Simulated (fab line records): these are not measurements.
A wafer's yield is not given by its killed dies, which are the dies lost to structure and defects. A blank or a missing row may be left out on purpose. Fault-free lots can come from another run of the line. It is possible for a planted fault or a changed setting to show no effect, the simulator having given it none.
Matching of chambers || flow n5 finfet || rie diel-05 running N5_BEOL_M1_ETCHBACK_99: 4 sister chambers
The step etches SiO2 in CHF3, target depth 5 nm, time 10.4 s. 8 wafers are shown with their chamber, then 11 later ones without.

== WAFERS PAIRED WITH THEIR CHAMBERS ==
{"wafer": "L085.2", "chamber": 2, "showerhead plenum p Torr (Torr)": 2.04, "drypump motor current A (A)": 5.6}
{"wafer": "L085.4", "chamber": 1, "showerhead plenum p Torr (Torr)": 2.17, "drypump motor current A (A)": 6.2}
{"wafer": "L085.6", "chamber": 2, "showerhead plenum p Torr (Torr)": 2.04, "drypump motor current A (A)": 5.7}
{"wafer": "L090.6", "chamber": 0, "showerhead plenum p Torr (Torr)": 2.21, "drypump motor current A (A)": 5.0}
{"wafer": "L091.1", "chamber": 1, "showerhead plenum p Torr (Torr)": 2.16, "drypump motor current A (A)": 6.1}
{"wafer": "L091.2", "chamber": 3, "showerhead plenum p Torr (Torr)": 2.08, "drypump motor current A (A)": 5.4}
{"wafer": "L091.4", "chamber": 0, "showerhead plenum p Torr (Torr)": 2.21, "drypump motor current A (A)": 5.0}
{"wafer": "L093.2", "chamber": 3, "showerhead plenum p Torr (Torr)": 2.07, "drypump motor current A (A)": 5.3}

== WAFERS WITH NO CHAMBER GIVEN ==
{"wafer": "L093.4", "showerhead plenum p Torr (Torr)": 2.21, "drypump motor current A (A)": 4.9}
{"wafer": "L093.6", "showerhead plenum p Torr (Torr)": 2.07, "drypump motor current A (A)": 5.4}
{"wafer": "L094.4", "showerhead plenum p Torr (Torr)": 2.21, "drypump motor current A (A)": 4.9}
{"wafer": "L094.5", "showerhead plenum p Torr (Torr)": 2.21, "drypump motor current A (A)": 5.0}
{"wafer": "L094.6", "showerhead plenum p Torr (Torr)": 2.16, "drypump motor current A (A)": 6.2}
{"wafer": "L095.1", "showerhead plenum p Torr (Torr)": 2.21, "drypump motor current A (A)": 5.0}
{"wafer": "L095.3", "showerhead plenum p Torr (Torr)": 2.03, "drypump motor current A (A)": 5.6}
{"wafer": "L095.6", "showerhead plenum p Torr (Torr)": 2.16, "drypump motor current A (A)": 6.2}
{"wafer": "L096.1", "showerhead plenum p Torr (Torr)": 2.16, "drypump motor current A (A)": 6.2}
{"wafer": "L096.3", "showerhead plenum p Torr (Torr)": 2.03, "drypump motor current A (A)": 5.7}
{"wafer": "L096.4", "showerhead plenum p Torr (Torr)": 2.16, "drypump motor current A (A)": 6.2}

== WHICH CHAMBER EACH ONE RAN IN ==
{"wafer": "L093.4", "from the rows above": 0, "in truth": 0}
{"wafer": "L093.6", "from the rows above": 3, "in truth": 3}
{"wafer": "L094.4", "from the rows above": 0, "in truth": 0}
{"wafer": "L094.5", "from the rows above": 0, "in truth": 0}
{"wafer": "L094.6", "from the rows above": 1, "in truth": 1}
{"wafer": "L095.1", "from the rows above": 0, "in truth": 0}
{"wafer": "L095.3", "from the rows above": 2, "in truth": 2}
{"wafer": "L095.6", "from the rows above": 1, "in truth": 1}
{"wafer": "L096.1", "from the rows above": 1, "in truth": 1}
{"wafer": "L096.3", "from the rows above": 2, "in truth": 2}
{"wafer": "L096.4", "from the rows above": 1, "in truth": 1}
Correctly placed: 11 of 11. Number that these rows cannot place: 0. 0 placed wrongly.
How it was worked out, from the rows above alone: a wafer's distance from a chamber is the root of the sum, over the readings, of the square of ((its reading less the chamber's mean) divided by the reading's scatter). The wafer belongs to the nearest chamber; if the next one is less than 2 further off, it can't be placed. Each chamber's mean is taken over the wafers shown for it. The scatter: the root of (the sum of the squares of (reading less its chamber's mean) over the shown wafers, divided by (wafers less chambers)).
